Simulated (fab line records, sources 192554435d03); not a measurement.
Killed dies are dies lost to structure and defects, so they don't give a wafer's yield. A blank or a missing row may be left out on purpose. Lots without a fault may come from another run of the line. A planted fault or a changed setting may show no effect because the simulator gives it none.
A struck lot beside a sound one | flow n5_finfet | 16 steps out of a route of 1938
Sound: wafers L577.1, L577.4, L577.6. Struck: wafer L583.1. (L583.5, L583.6 of the same lot were not struck and are left out.) The cause comes at the end.
At each step with rows: each side's tool, then ch and its chambers, then its first start. Under that, the readings that differ: sound wafers | struck wafers | difference of the means | sigmas: that difference in standard deviations of wafers without a fault.
alike: readings whose means differ by less than 2 such deviations, and words and numbers that are the same on both sides. not compared: withheld readings, readings that some wafer has no value for, bounds like >300 that may hide the same value, and numbers for which the record gives no deviation and whose values overlap.
The two part at a step that has a row with sigmas, a row that says differs or no value, or rows on one side only. Numbers that don't overlap but have no deviation are shown without sigmas and don't part them. A reading that every wafer of one side lacks parts them only if that side has two wafers or more.

first, 1 step without rows for these wafers: N5_BEOL_M3_ETCH_41 (etches SiCN in CH3F/O2, target depth 29.9 nm, time 52.5 s).
N5_BEOL_M3_STRIP_97: strips in N2/H2, time 10 s.
  sound on rie_diel-05 ch 0,3; struck on rie_diel-02 ch 1
  reading                | sound          | struck | difference | sigmas
  throttle_valve_pct (%) | 23.1 23.1 23.8 | 24.1   | +0.8       | +2
  alike: drypump_motor_current_A, oes_product_au, rf_vpp_V, showerhead_plenum_p_Torr
  not compared: rf_hours_counter_h
N5_BEOL_M3_OCD_MEAS_38:
  sound on ocd-01, day 7 01:19; struck on ocd-02, day 8 18:00
  alike: trench_depth_nm
then, 4 steps without rows for these wafers: N5_BEOL_M3_HM_STRIP_39 (strips TiN in peroxide tin strip, target depth 25 nm, time 158 s); N5_BEOL_M3_SRD_40 (time 30 s); N5_BEOL_M3_PRECLEAN_42 (cleans in residue remover, time 60 s); N5_BEOL_M3_SRD_43 (time 30 s).
N5_BEOL_M3_CD_MEAS_35: target cd 18 nm, target cd y 21 nm.
  sound on cd_sem-01, day 7 01:28; struck on cd_sem-03, day 8 18:15
  alike: cd_nm
N5_BEOL_M3_DEGAS_44: time 60 s.
  sound on pvd_sputter-02, day 7 01:52; struck on pvd_sputter-02, day 8 18:30
  alike: heater_power_w
N5_BEOL_M3_PRE_CLEAN_45: time 30 s.
  sound on pvd_sputter-02, day 7 01:55; struck on pvd_sputter-02, day 8 18:32
  alike: heater_power_w
N5_BEOL_M3_ALD_84: deposits TaN, pulse time 2 s, purge time 3 s, co reactant purge time 2 s.
  sound on ald_metal-01 ch 0,2, day 7 01:59; struck on ald_metal-02 ch 2, day 8 18:36
  alike: heater_power_w, precursor_vessel_carrier_sccm
N5_BEOL_M3_SURFACE_TREAT_85:
  sound on pvd_sputter-02, day 7 02:14; struck on pvd_sputter-01, day 8 18:50
  not compared: throttle_valve_pct
N5_BEOL_M3_CVD_47: deposits Co from CCTBA/H2, target thk 3 nm, time 223.8 s.
  sound on cvd_co-02 ch 1,2, day 7 02:21; struck on cvd_co-01 ch 1, day 8 18:55
  reading          | sound             | struck | difference | sigmas
  run_length_s (s) | 246.4 246.7 245.9 | 191.2  | -55.1      | -99 or more
then, 1 step without rows for these wafers: N5_BEOL_M3_SPUTTER_48 (material Cu, target thk 4.5 nm, time 8.29 s).
N5_BEOL_M4_RC_MEAS_101:
  sound on prober-01 ch 0, day 7 15:19; struck on prober-01 ch 0, day 9 10:08
  reading       | sound       | struck | difference | sigmas
  ION_N (uA/um) | 666 667 661 | 701    | +36        | +3
  ION_P (uA/um) | 452 453 453 | 478    | +25        | +3
  VT_N (mV)     | 252 249 253 | 244    | -7         | -2
  alike: DIBL_N, DIBL_P, IOFF_N, IOFF_P, SS_N, SS_P, VT_P
then, 1 step without rows for these wafers: N5_PASSIVATION_PROBE_49.

WHERE THEY PART
First at N5_BEOL_M3_STRIP_97; last, within this record, at N5_BEOL_M4_RC_MEAS_101.

WHY: what the simulator had put in
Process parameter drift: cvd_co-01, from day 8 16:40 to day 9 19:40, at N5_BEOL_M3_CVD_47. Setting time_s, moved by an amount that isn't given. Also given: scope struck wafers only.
